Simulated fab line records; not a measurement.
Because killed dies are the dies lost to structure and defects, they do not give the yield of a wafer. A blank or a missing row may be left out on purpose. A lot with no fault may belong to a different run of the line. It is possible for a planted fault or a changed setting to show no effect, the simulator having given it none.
Matching of chambers    flow n5Finfet    pecvd-02 running N5_BEOL_M14_ILD_DEP_00: 3 sister chambers
The step deposits SiO2 from TEOS/O2, target thk 1119.3 nm, time 237.4 s. 16 wafers are shown with their chamber, then 8 later ones without.

## WAFERS WITH THEIR CHAMBER
wafer   chamber  throttleValvePct (%)  showerheadPlenumPTorr (Torr)  heaterPowerW (W)
L077.1  1        19.8                  8.31                          572
L077.2  2        17.3                  8.40                          696
L077.3  0        17.7                  8.43                          598
L079.1  1        19.8                  8.33                          574
L079.4  2        17.4                  8.38                          557
L079.5  0        18.2                  8.41                          587
L080.2  2        17.4                  8.40                          691
L080.3  1        19.6                  8.34                          487
L080.6  0        17.8                  8.38                          461
L082.2  2        17.5                  8.38                          605
L082.3  1        19.6                  8.33                          576
L082.5  0        17.8                  8.39                          466
L085.1  0        18.1                  8.39                          557
L085.2  1        19.6                  8.33                          502
L085.3  2        17.7                  8.39                          641
L088.1  1        19.9                  8.33                          584

SIGNATURES (averages over the wafers above)
reading                chamber 0  chamber 1  chamber 2  scatter within a chamber
throttleValvePct       17.920     19.717     17.460     0.168
showerheadPlenumPTorr  8.4000     8.3283     8.3900     0.0138
heaterPowerW           533.80     549.17     638.00     55.7
Rule: for each reading, subtract the chamber's mean from the wafer's reading, divide by that reading's scatter and square the result; add these up over the readings and take the root, which gives the wafer's distance from the chamber. If the next closest chamber is less than 2 further off than the closest, the wafer can't be placed; otherwise it belongs to the closest. The scatter is the square root of a quotient: the sum, over the shown wafers, of each reading's squared deviation from its chamber's mean, divided by wafers minus chambers.

## WAFERS WITH NO CHAMBER GIVEN
wafer   throttleValvePct (%)  showerheadPlenumPTorr (Torr)  heaterPowerW (W)
L088.4  17.7                  8.39                          678
L088.5  20.0                  8.31                          461
L091.2  17.7                  8.39                          709
L091.3  20.0                  8.32                          522
L091.6  18.2                  8.41                          461
L095.1  17.7                  8.39                          597
L095.3  19.8                  8.34                          573
L095.6  17.9                  8.40                          620

## WHICH CHAMBER EACH WENT THROUGH
wafer   from the rows above      in truth
L088.4  can't be placed: 2 or 0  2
L088.5  1                        1
L091.2  can't be placed: 2 or 0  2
L091.3  1                        1
L091.6  0                        0
L095.1  can't be placed: 2 or 0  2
L095.3  1                        1
L095.6  can't be placed: 0 or 2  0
4 of 8 placed correctly. From these rows, 4 cannot be placed; in 4 the true chamber is one of the candidates. Placed wrongly: 0.
